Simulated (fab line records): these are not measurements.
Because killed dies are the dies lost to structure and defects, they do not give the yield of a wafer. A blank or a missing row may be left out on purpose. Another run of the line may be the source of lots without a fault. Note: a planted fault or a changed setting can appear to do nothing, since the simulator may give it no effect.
A lot that was struck, set against a sound lot / flow nand-harc / 42 steps out of a route of 1159
Sound: these wafers, L444.1, L444.2, L444.4. Struck: wafers L453.2, L453.3, L453.5. The cause comes at the end.
Per side, at each step with rows, come the tool, then ch with its chambers, and then its first start. Under that, the readings that differ: sound wafers / struck wafers / difference of the means / sigmas: that difference in standard deviations of wafers without a fault.
alike: words and numbers the same on both sides, and readings whose means are apart by under 2 such deviations; not compared: readings that were withheld, readings missing a value for some wafer, numbers with overlapping values and no deviation given by the record, and bounds like >300 which may hide the same value.
The two part at a step that has a row with sigmas, a row that says differs or no value, or rows on one side only. Numbers that don't overlap but have no deviation are shown without sigmas and don't part them. A reading that every wafer of one side lacks parts them only if that side has two wafers or more.

NHARC_P_GATE_CD_MEAS_46: the cd target is 720 nm.
  sound on cd-sem-03 ch 0, day 6 09:55; struck on cd-sem-02 ch 0, day 8 08:35
  alike: cd-nm
then, 1 step without rows for these wafers: NHARC_P_GATE_HARDBAKE_47 (time 80 s).
NHARC_P_GATE_DESCUM_48: chemistry O2, time 3 s.
  sound on rie-diel-11 ch 1,2,3, day 6 10:08; struck on rie-diel-08 ch 0,1,2, day 8 08:45
  alike: chamber-pressure-mTorr, drypump-motor-current-A, oes-product-au, rf-vpp-V, showerhead-plenum-p-Torr, throttle-valve-pct
  not compared: rf-hours-counter-h
then, 9 steps without rows for these wafers: NHARC_P_GATE_IMPLANT_49; NHARC_P_GATE_STRIP_111 (strips in N2/H2, time 250 s); NHARC_P_GATE_STRIP_75 (strips in O2); NHARC_P_GATE_STRIP_50 (strips in SPM, time 900 s); NHARC_P_GATE_DEHYDRATE_51 (time 120 s); NHARC_P_GATE_HMDS_52 (time 30 s); NHARC_P_GATE_COAT_53; NHARC_P_GATE_SOFTBAKE_54 (time 95 s); NHARC_P_GATE_EBR_55.
NHARC_P_GATE_EXPOSE_56: exposes mask P PSD, target cd 720 nm.
  sound on krf-scanner-01 ch 0, day 6 11:28; struck on krf-scanner-01 ch 0, day 8 10:42
reading=mask; sound=P_PSD#0 P_PSD#0 P_PSD#0; struck=P_PSD_R1#0 P_PSD_R1#0 P_PSD_R1#0; difference=differs; sigmas=
then, 2 steps without rows for these wafers: NHARC_P_GATE_PEB_57 (peb time 85 s); NHARC_P_GATE_DEVELOP_58 (time 70 s).
NHARC_P_GATE_CD_MEAS_59: the cd target is 720 nm.
  sound on cd-sem-02 ch 0, day 6 11:37; struck on cd-sem-02 ch 0
reading=cd-nm (nm); sound=713.0 720.6 716.9; struck=794.4 797.1 793.6; difference=+78.2; sigmas=+33
  not compared: hold
NHARC_P_GATE_DESCUM_61: chemistry O2, time 3 s.
  sound on rie-diel-01 ch 1,2,3, day 6 11:47; struck on rie-diel-08 ch 1,2, day 8 12:04
  alike: chamber-pressure-mTorr, drypump-motor-current-A, oes-product-au, rf-vpp-V, showerhead-plenum-p-Torr, throttle-valve-pct
  not compared: rf-hours-counter-h
then, 2 steps without rows for these wafers: NHARC_P_GATE_IMPLANT_62; NHARC_P_GATE_STRIP_112 (strips in N2/H2, time 200 s).
NHARC_P_GATE_STRIP_76: strips in O2.
  sound on plasma-asher-01 ch 0,1, day 6 12:25; struck on plasma-asher-02 ch 0,1, day 8 13:23
  alike: drypump-motor-current-A, heater-power-w
  not compared: rf-hours-counter-h
then, 9 steps without rows for these wafers: NHARC_P_GATE_STRIP_63 (strips in SPM, time 900 s); NHARC_P_GATE_DEHYDRATE_83 (time 120 s); NHARC_P_GATE_HMDS_84 (time 30 s); NHARC_P_GATE_COAT_85; NHARC_P_GATE_SOFTBAKE_86 (time 95 s); NHARC_P_GATE_EBR_87; NHARC_P_GATE_EXPOSE_88 (exposes mask P HVN, target cd 2000 nm); NHARC_P_GATE_PEB_89 (peb time 85 s); NHARC_P_GATE_DEVELOP_90 (time 70 s).
NHARC_P_GATE_CD_MEAS_91: the cd target is 2000 nm.
  sound on cd-sem-02 ch 0, day 6 13:12; struck on cd-sem-02 ch 0, day 8 14:11
  alike: cd-nm
then, 3 steps without rows for these wafers: NHARC_P_GATE_HARDBAKE_92 (time 80 s); NHARC_P_GATE_DESCUM_93 (chemistry O2, time 3 s); NHARC_P_GATE_IMPLANT_94.
NHARC_P_GATE_STRIP_113: strips in N2/H2, time 740 s.
  sound on plasma-asher-02 ch 0,1, day 6 13:44; struck on plasma-asher-01 ch 0, day 8 14:56
  alike: drypump-motor-current-A, heater-power-w
  not compared: rf-hours-counter-h
then, 2 steps without rows for these wafers: NHARC_P_GATE_STRIP_95 (strips in O2); NHARC_P_GATE_STRIP_96 (strips in SPM, time 900 s).
NHARC_P_GATE_RTA_64: time 1 s.
  sound on rtp-anneal-01 ch 0, day 6 14:59; struck on rtp-anneal-02 ch 0, day 8 16:13
reading=lamp_zone_4_pct (%); sound=32.9 32.9 33.0; struck=31.9 31.9 31.9; difference=-1.0; sigmas=-2
  alike: lamp-power-pct, lamp_zone_5_pct, wafer_temp_C_max
then, 4 steps without rows for these wafers: NHARC_P_GATE_ETCH_77 (etches SiO2 in dHF, target depth 6 nm); NHARC_P_GATE_DEGAS_109 (time 60 s); NHARC_P_GATE_PRE_CLEAN_110 (time 30 s); NHARC_P_GATE_SPUTTER_78 (material Ni, target thk 10 nm).
NHARC_END_SORT_01:
  the record has rows for the sound wafers here (prober-01 ch 0, day 20 11:13) and none for the struck ones

== WHERE THEY PART ==
First at NHARC_P_GATE_EXPOSE_56; last, within this record, at NHARC_END_SORT_01.

WHY: the cause the simulator had injected
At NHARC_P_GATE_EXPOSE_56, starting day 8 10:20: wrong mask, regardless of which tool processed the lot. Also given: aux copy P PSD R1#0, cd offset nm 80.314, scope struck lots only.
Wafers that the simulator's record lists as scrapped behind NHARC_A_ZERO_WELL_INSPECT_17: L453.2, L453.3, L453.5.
